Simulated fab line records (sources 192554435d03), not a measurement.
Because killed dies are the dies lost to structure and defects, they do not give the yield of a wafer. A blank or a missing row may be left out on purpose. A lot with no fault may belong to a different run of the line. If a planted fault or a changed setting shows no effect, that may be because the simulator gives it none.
fab line records	flow n5Finfet	part 1 of 2: steps 1 to 4 of 6
[record] lots = 23	wafers = 69	lastDay = 17
route steps=1938 shown WELL_APT@45 PMOS_HMC_CHANNEL_EPI@81 FIN_CUT@176 DUMMY_GATE@235 SD_EPI_N@277
lots that met no fault: taken from a fault-free run of the same line
startH: hours from the record's first day to the start of the lot's first wafer shown	waitH: how many hours have passed since the lot's step before this one	" the same as in the row above	L1.1+2: a row that stands for several wafers	- value missing, or start not given	* or withheld: withheld	< > ~ a bound
route shown NAME@n: names a module that has steps shown in the file, with the first one's number in the route	usual: mean/standard deviation taken from wafers without a fault	same: alike in all rows	chamber/n: place in a boat	sites: each site's reading	_std_site: how widely they spread, as a standard deviation	_edge_site: the outer-site mean with the inner-site mean subtracted	radiusMm: for every site, how far away it sits from the centre of the wafer	mask NAME#n: copy n	behind: the tool/chamber that last shaped the wafer	hold: the reason the lot was held/the length of the hold in hours/how it ended	device: whichever transistor did not switch (one of n, p or np)	end of line: the tests these same wafers got at the end of their route	a step without rows: its recipe alone	killed: not the wafer's yield, but the dies lost to structure and defects at the first sort	map: per-die view of a wafer (x killed, . not killed, _ where there is no die)
set.NAME: the setting the step ran with; set.NAME@STEP: the setting that earlier step ran with	model.NAME: the simulator's own value behind a step, which no gauge read
route steps across a sampled set of lots; one table per step, one row per wafer
services: from which hour (startH, from the record's first day; less than 0 if before it) a tool's chamber was out of use, for how many hours, and why
[[steps]]
[step N5_WELL_APT_INSPECT_27]
[recipe] mode = adi	inspectInstrument = macro
[usual] rawDefectCount = 1.9/1.4
lot.wafer	tool	chamber	startH	waitH	rawDefectCount
L074.3	defectInspect-01	-	15.44	0.0	3
L074.5	"	-	"	"	2
L074.6	"	-	"	"	1
L075.3	defectInspect-01	-	20.88	0.0	0
L075.4	"	-	"	"	1
L075.6	"	-	"	"	0
L076.3	defectInspect-01	-	27.23	0.0	3
L076.4	"	-	"	"	3
L076.6	"	-	"	"	6
L078.1	defectInspect-02	-	39.13	0.0	3
L078.3	"	-	"	"	1
L078.6	"	-	"	"	0
L079.1	defectInspect-02	-	45.01	0.0	0
L079.3	"	-	"	"	1
L079.5	"	-	"	"	2
L080.1	defectInspect-02	-	51.16	0.0	2
L080.2	"	-	"	"	0
L080.4	"	-	"	"	0
L081.2	defectInspect-01	-	57.18	0.0	2
L081.5	"	-	"	"	0
L081.6	"	-	"	"	3
L082.1	defectInspect-01	-	64.03	0.2	2
L082.2	"	-	"	"	1
L082.3	"	-	"	"	1
L083.3	defectInspect-02	-	69.09	0.0	4
L083.4	"	-	"	"	5
L083.5	"	-	"	"	2
L084.3	defectInspect-01	-	75.00	0.0	1
L084.4	"	-	"	"	0
L084.6	"	-	"	"	1
L085.2	defectInspect-02	-	80.88	0.0	2
L085.4	"	-	"	"	2
L085.5	"	-	"	"	2
L086.2	defectInspect-02	-	87.11	0.0	3
L086.3	"	-	"	"	3
L086.5	"	-	"	"	1
L087.3	defectInspect-02	-	92.88	0.0	5
L087.4	"	-	"	"	3
L087.5	"	-	"	"	0
L088.1	defectInspect-01	-	99.00	0.0	1
L088.3	"	-	"	"	2
L088.5	"	-	"	"	2
L089.1	defectInspect-01	-	105.19	0.0	2
L089.5	"	-	"	"	1
L089.6	"	-	"	"	2
L090.2	defectInspect-02	-	111.09	0.0	3
L090.5	"	-	"	"	3
L090.6	"	-	"	"	2
L091.1	defectInspect-01	-	117.31	0.0	1
L091.2	"	-	"	"	2
L091.6	"	-	"	"	2
L092.1	defectInspect-02	-	123.87	0.0	1
L092.3	"	-	"	"	0
L092.4	"	-	"	"	2
L093.2	defectInspect-01	-	128.86	0.0	3
L093.4	"	-	"	"	3
L093.5	"	-	"	"	2
L094.1	defectInspect-02	-	135.07	0.0	1
L094.2	"	-	"	"	2
L094.3	"	-	"	"	2
L095.2	defectInspect-02	-	140.86	0.0	2
L095.3	"	-	"	"	1
L095.5	"	-	"	"	1
L096.2	defectInspect-02	-	147.09	0.0	4
L096.4	"	-	"	"	0
L096.5	"	-	"	"	2
L097.1	defectInspect-01	-	152.87	0.0	1
L097.3	"	-	"	"	2
L097.5	"	-	"	"	0
[step N5_PMOS_HMC_CHANNEL_EPI_CMP_21]
[recipe] material = SiGe30	postCmpClean = alkalineBrush	targetThkNm = 54
[usual] motorCurrentA = 12.2/1.1
lot.wafer	tool	chamber	startH	waitH	motorCurrentA
L074.3	cmp-01	1	20.28	0.1	12.5
L074.6	"	2	"	"	12.2
L074.5	"	3	"	"	11.8
L075.4	cmp-03	2	25.08	0.0	9.9
L075.3	"	0	"	"	13.5
L075.6	"	2	"	"	10.8
L076.3	cmp-03	2	31.77	0.1	10.4
L076.4	"	3	"	"	12.4
L076.6	"	0	"	"	13.2
L078.1	cmp-01	3	43.89	0.1	11.3
L078.3	"	0	"	"	12.0
L078.6	"	2	"	"	11.3
L079.1	cmp-01	2	49.60	0.1	11.6
L079.3	"	3	"	"	12.0
L079.5	"	2	"	"	11.1
L080.4	cmp-03	1	55.78	0.1	13.9
L080.1	"	2	"	"	10.2
L080.2	"	3	"	"	12.4
L081.2	cmp-01	2	61.92	0.1	11.6
L081.6	"	1	"	"	12.7
L081.5	"	2	"	"	11.4
L082.3	cmp-02	2	68.18	0.0	12.4
L082.1	"	3	"	"	11.2
L082.2	"	1	"	"	12.7
L083.4	cmp-03	2	73.87	0.1	10.8
L083.3	"	3	"	"	12.0
L083.5	"	3	"	"	12.1
L084.4	cmp-03	1	79.47	0.1	13.7
L084.3	"	3	"	"	12.7
L084.6	"	0	"	"	12.2
L085.2	cmp-01	2	85.17	0.0	11.3
L085.4	"	3	"	"	11.7
L085.5	"	3	"	"	11.2
L086.2	cmp-01	3	91.92	0.1	11.9
L086.3	"	1	"	"	12.7
L086.5	"	2	"	"	12.0
L087.4	cmp-03	0	97.05	0.0	12.9
L087.3	"	1	"	"	13.6
L087.5	"	0	"	"	12.8
L088.1	cmp-03	3	103.10	0.1	12.0
L088.3	"	0	"	"	13.5
L088.5	"	3	"	"	12.3
L089.1	cmp-01	0	109.49	0.1	11.9
L089.5	"	1	"	"	12.9
L089.6	"	2	"	"	11.2
L090.2	cmp-01	0	115.94	0.1	12.3
L090.5	"	2	"	"	12.1
L090.6	"	3	"	"	12.3
L091.1	cmp-03	2	121.87	0.0	10.2
L091.2	"	3	"	"	11.8
L091.6	"	3	"	"	11.6
L092.1	cmp-01	1	128.44	0.0	12.7
L092.4	"	2	"	"	11.7
L092.3	"	3	"	"	12.1
L093.4	cmp-03	2	134.95	0.1	10.2
L093.2	"	3	"	"	11.6
L093.5	"	1	"	"	14.4
L094.2	cmp-01	0	139.88	0.1	12.1
L094.3	"	1	"	"	12.6
L094.1	"	2	"	"	10.7
L095.3	cmp-02	0	145.46	0.1	12.9
L095.2	"	1	"	"	12.8
L095.5	"	0	"	"	13.1
L096.2	cmp-01	3	152.31	0.0	11.5
L096.4	"	1	"	"	12.0
L096.5	"	0	"	"	13.0
L097.3	cmp-03	0	157.91	0.1	13.0
L097.1	"	1	"	"	15.0
L097.5	"	3	"	"	12.3
[step N5_FIN_CUT_CUT_ETCH_15]
[recipe] chemistry = HBr/Cl2/O2	target = Si	targetDepthA = 1000	btTimeS = 10	maskMaterial = SOC	timeS = 42.4	ionEnergyEv = *	biasW = *	pressureMtorr = 10	icpW = 800	HBr_flow_sccm = 150	Cl2_flow_sccm = 80	O2_flow_sccm = 12
[usual] drypumpMotorCurrentA = 5.6/0.45	oes_o_777_au = 1.01/0.035	oesProductAu = 1.006/0.014	throttleValvePct = 37.14/0.3
lot.wafer	tool	chamber	startH	waitH	drypumpMotorCurrentA	oes_o_777_au	oesProductAu	rfHoursCounterH	throttleValvePct
L074.3	rieSi-06	0	27.98	0.0	5.8	0.98	1.007	124	37.04
L074.5	"	2	"	"	5.9	1.06	1.028	-	37.25
L074.6	"	1	"	"	6.1	1.00	1.001	-	37.85
L075.3	rieSi-06	1	33.05	0.0	6.1	1.01	1.010	80	37.84
L075.4	"	3	"	"	5.7	0.98	0.991	172	37.06
L075.6	"	1	"	"	6.1	1.00	1.011	-	37.86
L076.3	rieSi-06	2	39.79	0.0	5.9	1.06	1.018	25	37.24
L076.4	"	1	"	"	6.1	1.00	1.003	80	37.85
L076.6	"	2	"	"	5.9	1.06	1.027	-	37.25
L078.1	rieSi-06	3	51.26	0.1	5.7	0.98	1.001	172	37.07
L078.3	"	0	"	"	5.9	0.99	1.011	124	37.05
L078.6	"	1	"	"	6.1	1.00	1.008	-	37.85
L079.1	rieSi-05	3	57.73	0.1	5.7	0.96	0.983	58	37.22
L079.3	"	0	"	"	5.8	1.03	1.002	180	37.28
L079.5	"	3	"	"	5.7	0.97	0.986	-	37.21
L080.1	rieSi-05	2	64.69	0.1	4.9	0.97	0.996	66	37.21
L080.2	"	0	"	"	5.8	1.02	1.003	180	37.29
L080.4	"	1	"	"	4.8	1.02	1.004	65	37.05
L081.2	rieSi-05	0	71.56	0.1	5.8	1.03	1.013	180	37.29
L081.5	"	1	"	"	4.7	1.01	1.007	-	37.06
L081.6	"	0	"	"	5.8	1.02	1.014	-	37.29
L082.1	rieSi-03	0	75.85	0.1	5.9	1.00	1.001	80	36.74
L082.2	"	2	"	"	6.1	0.99	1.019	108	36.66
L082.3	"	3	"	"	5.3	1.08	1.042	34	36.65
L083.3	rieSi-06	0	82.11	0.0	5.8	0.98	1.004	125	37.05
L083.4	"	1	"	"	6.1	1.01	1.014	81	37.85
L083.5	"	0	"	"	5.8	0.99	1.010	-	37.05
L084.3	rieSi-06	0	88.02	0.0	5.9	0.98	1.011	125	37.06
L084.4	"	3	"	"	5.7	0.98	0.993	173	37.05
L084.6	"	2	"	"	5.9	1.06	1.026	-	37.25
L085.2	rieSi-03	2	94.41	0.1	6.1	0.99	1.012	109	36.66
L085.4	"	1	"	"	6.0	1.06	1.005	136	37.29
L085.5	"	2	"	"	6.0	1.00	1.018	-	36.66
L086.2	rieSi-03	1	101.98	0.1	6.0	1.06	1.009	137	37.28
L086.3	"	3	"	"	5.3	1.08	1.035	34	36.64
L086.5	"	2	"	"	6.1	1.00	1.024	-	36.66
L087.3	rieSi-05	3	107.06	0.0	5.7	0.97	0.984	59	37.22
L087.4	"	1	"	"	4.8	1.02	1.007	-	37.07
L087.5	"	2	"	"	5.0	0.97	0.995	-	37.22
L088.1	rieSi-03	3	112.18	0.1	5.3	1.07	1.039	35	36.62
L088.3	"	2	"	"	6.0	1.00	1.016	109	36.65
L088.5	"	0	"	"	5.9	0.99	0.992	-	36.75
L089.1	rieSi-05	3	117.81	0.1	5.7	0.97	0.989	59	37.22
L089.5	"	3	"	"	5.7	0.96	0.993	-	37.20
L089.6	"	0	"	"	5.8	1.02	1.005	-	37.30
L090.2	rieSi-05	1	123.73	0.1	4.8	1.02	0.996	66	37.07
L090.5	"	1	"	"	4.8	1.04	1.000	-	37.06
L090.6	"	2	"	"	4.9	0.97	0.982	-	37.24
L091.1	rieSi-06	1	129.82	0.1	6.1	1.00	1.003	82	37.86
L091.2	"	3	"	"	5.7	0.98	0.998	174	37.07
L091.6	"	3	"	"	5.7	0.98	1.006	-	37.08
L092.1	rieSi-05	2	137.35	0.1	5.0	0.98	0.994	67	37.25
L092.3	"	3	"	"	5.7	0.98	0.989	59	37.23
L092.4	"	1	"	"	4.8	1.02	1.001	66	37.07
L093.2	rieSi-05	2	142.89	0.1	5.0	0.98	0.986	67	37.23
L093.4	"	0	"	"	5.8	1.02	1.006	181	37.30
L093.5	"	1	"	"	4.8	1.02	1.005	-	37.08
L094.1	rieSi-03	1	148.96	0.1	6.0	1.05	1.020	137	37.29
L094.2	"	3	"	"	5.3	1.08	1.030	35	36.64
L094.3	"	2	"	"	6.0	0.99	1.018	110	36.67
L095.2	rieSi-05	2	153.64	0.1	4.9	0.97	0.989	67	37.24
L095.3	"	1	"	"	4.7	1.02	1.003	67	37.08
L095.5	"	0	"	"	5.8	1.03	1.012	-	37.29
L096.2	rieSi-03	0	161.32	0.1	5.9	1.00	0.990	81	36.75
L096.4	"	3	"	"	5.3	1.08	1.037	36	36.62
L096.5	"	1	"	"	6.0	1.06	1.013	-	37.30
L097.1	rieSi-05	3	165.89	0.1	5.7	0.96	0.994	60	37.22
L097.3	"	2	"	"	5.0	0.97	0.989	67	37.23
L097.5	"	3	"	"	5.7	0.97	0.987	-	37.23
[step N5_DUMMY_GATE_ETCH_29]
[recipe] chemistry = N2/H2	target = underlayer	targetDepthA = 130	ionEnergyEv = 200	pressureMtorr = 30	sourceW = 840	biasW = 150	n2FlowSccm = 200	h2FlowSccm = 200
[usual] drypumpMotorCurrentA = 5.7/0.44	h2FlowSccm = 200.1/0.64	oesProductAu = 0.75/0.061	rfVppV = 524.0/2.5	showerheadPlenumPTorr = 2.55/0.081	throttleValvePct = 17.95/0.28
lot.wafer	tool	chamber	startH	waitH	drypumpMotorCurrentA	h2FlowSccm	oesProductAu	rfHoursCounterH	rfVppV	showerheadPlenumPTorr	throttleValvePct
L074.3	rieDiel-04	2	46.18	0.0	5.7	200.8	0.76	132	526.7	2.66	17.47
L074.5	"	2	"	"	5.8	200.0	0.76	-	526.3	2.66	17.49
L074.6	"	3	"	"	5.9	200.6	0.75	-	523.4	2.52	18.22
L075.3	rieDiel-03	2	51.02	0.0	5.5	200.5	0.79	121	519.8	2.45	18.07
L075.4	"	3	"	"	5.3	199.1	0.80	133	525.9	2.65	17.82
L075.6	"	1	"	"	5.8	199.7	0.77	-	522.8	2.54	17.99
L076.3	rieDiel-01	3	67.24	0.0	5.8	200.3	0.74	150	520.6	2.45	17.83
L076.4	"	1	"	"	6.0	200.1	0.96	6	525.5	2.59	17.40
L076.6	"	1	"	"	6.0	200.1	0.96	-	525.5	2.59	17.40
L078.1	rieDiel-03	3	75.82	0.0	5.2	199.9	0.80	142	529.5	2.65	17.83
L078.3	"	0	"	"	5.7	200.1	0.75	113	528.4	2.68	18.13
L078.6	"	3	"	"	5.2	201.3	0.79	-	526.1	2.64	17.85
L079.1	rieDiel-04	1	79.71	0.0	6.1	200.0	0.70	228	523.5	2.51	18.01
L079.3	"	0	"	"	4.7	199.6	0.73	163	521.4	2.44	18.18
L079.5	"	1	"	"	6.1	200.0	0.70	-	521.4	2.51	18.02
L080.1	rieDiel-04	0	82.69	0.0	4.7	199.8	0.72	164	522.3	2.44	18.18
L080.2	"	1	"	"	6.1	200.8	0.70	229	522.3	2.51	18.02
L080.4	"	2	"	"	5.8	200.2	0.74	144	527.1	2.65	17.50
L081.2	rieDiel-01	1	92.19	0.0	6.0	201.4	0.94	13	524.3	2.58	17.42
L081.5	"	0	"	"	5.3	200.4	0.70	-	525.8	2.60	18.21
L081.6	"	2	"	"	6.3	198.9	0.74	-	523.5	2.55	18.04
L082.1	rieDiel-04	3	94.63	0.0	6.0	199.9	0.74	202	522.7	2.52	18.23
L082.2	"	1	"	"	6.1	200.0	0.71	232	524.2	2.51	18.02
L082.3	"	2	"	"	5.7	200.7	0.74	148	526.7	2.65	17.51
L083.3	rieDiel-03	3	100.52	0.0	5.3	200.5	0.78	152	526.9	2.64	17.87
L083.4	"	2	"	"	5.5	200.0	0.78	139	519.9	2.44	18.10
L083.5	"	3	"	"	5.3	199.6	0.78	-	526.9	2.64	17.85
L084.3	rieDiel-04	1	108.59	0.0	6.1	199.9	0.70	237	522.1	2.51	18.03
L084.4	"	2	"	"	5.7	200.0	0.73	152	525.7	2.65	17.51
L084.6	"	2	"	"	5.7	199.3	0.73	-	527.5	2.65	17.51
L085.2	rieDiel-03	2	121.53	0.0	5.5	198.7	0.76	148	521.2	2.44	18.09
L085.4	"	0	"	"	5.7	199.3	0.74	132	527.5	2.68	18.17
L085.5	"	3	"	"	5.3	200.2	0.78	-	526.7	2.64	17.87
L086.2	rieDiel-04	2	121.67	0.0	5.8	199.3	0.74	160	527.6	2.65	17.50
L086.3	"	0	"	"	4.7	200.1	0.72	179	520.4	2.43	18.20
L086.5	"	2	"	"	5.8	199.3	0.74	-	526.7	2.65	17.52
L087.3	rieDiel-01	0	127.45	0.0	5.3	200.2	0.70	232	524.1	2.60	18.22
L087.4	"	2	"	"	6.3	201.1	0.74	149	523.7	2.55	18.06
L087.5	"	2	"	"	6.3	200.3	0.74	-	524.9	2.55	18.06
L088.1	rieDiel-04	2	133.48	0.0	5.7	200.7	0.72	163	524.3	2.64	17.52
L088.3	"	0	"	"	4.7	200.5	0.71	183	521.3	2.43	18.20
L088.5	"	1	"	"	6.1	200.2	0.69	-	523.2	2.50	18.04
L089.1	rieDiel-01	1	136.17	0.0	6.0	200.6	0.92	20	525.4	2.58	17.42
L089.5	"	0	"	"	5.3	199.6	0.69	-	526.4	2.60	18.21
L089.6	"	1	"	"	6.0	201.7	0.93	-	523.2	2.58	17.41
L090.2	rieDiel-01	3	143.31	0.0	5.8	200.5	0.73	165	520.5	2.44	17.84
L090.5	"	1	"	"	6.0	200.4	0.91	-	525.3	2.58	17.44
L090.6	"	0	"	"	5.3	200.0	0.69	-	526.9	2.60	18.21
L091.1	rieDiel-01	3	150.47	0.0	5.8	200.0	0.73	167	521.5	2.44	17.84
L091.2	"	2	"	"	6.3	200.7	0.73	154	523.5	2.54	18.07
L091.6	"	3	"	"	5.8	200.7	0.72	-	522.1	2.44	17.86
L092.1	rieDiel-04	3	159.86	0.0	5.9	201.4	0.73	210	523.1	2.51	18.25
L092.3	"	2	"	"	5.8	198.9	0.72	175	528.1	2.64	17.55
L092.4	"	0	"	"	4.7	201.0	0.71	-	519.7	2.42	18.24
L093.2	rieDiel-04	2	164.31	0.0	5.8	200.2	0.72	176	526.7	2.64	17.55
L093.4	"	2	"	"	5.7	199.8	0.71	-	527.2	2.64	17.56
L093.5	"	0	"	"	4.7	200.4	0.71	-	520.0	2.42	18.24
L094.1	rieDiel-01	3	167.63	0.0	5.8	201.3	0.73	173	519.9	2.44	17.86
L094.2	"	1	"	"	6.0	199.1	0.90	29	523.5	2.58	17.43
L094.3	"	2	"	"	6.3	199.8	0.73	160	524.4	2.54	18.06
L095.2	rieDiel-01	2	172.24	0.0	6.3	199.9	0.73	161	523.7	2.54	18.07
L095.3	"	3	"	"	5.8	199.8	0.72	174	520.0	2.44	17.85
L095.5	"	1	"	"	6.0	199.3	0.90	-	523.9	2.58	17.43
L096.2	rieDiel-03	1	182.09	0.0	5.7	200.2	0.74	181	523.7	2.52	18.04
L096.4	"	3	"	"	5.2	200.0	0.76	178	524.9	2.63	17.91
L096.5	"	2	"	"	5.5	199.4	0.75	-	518.7	2.43	18.14
L097.1	rieDiel-03	0	183.68	0.0	5.7	199.1	0.72	151	528.0	2.67	18.20
L097.3	"	2	"	"	5.5	199.0	0.75	166	519.5	2.43	18.14
L097.5	"	1	"	"	5.8	199.5	0.73	-	523.4	2.52	18.04
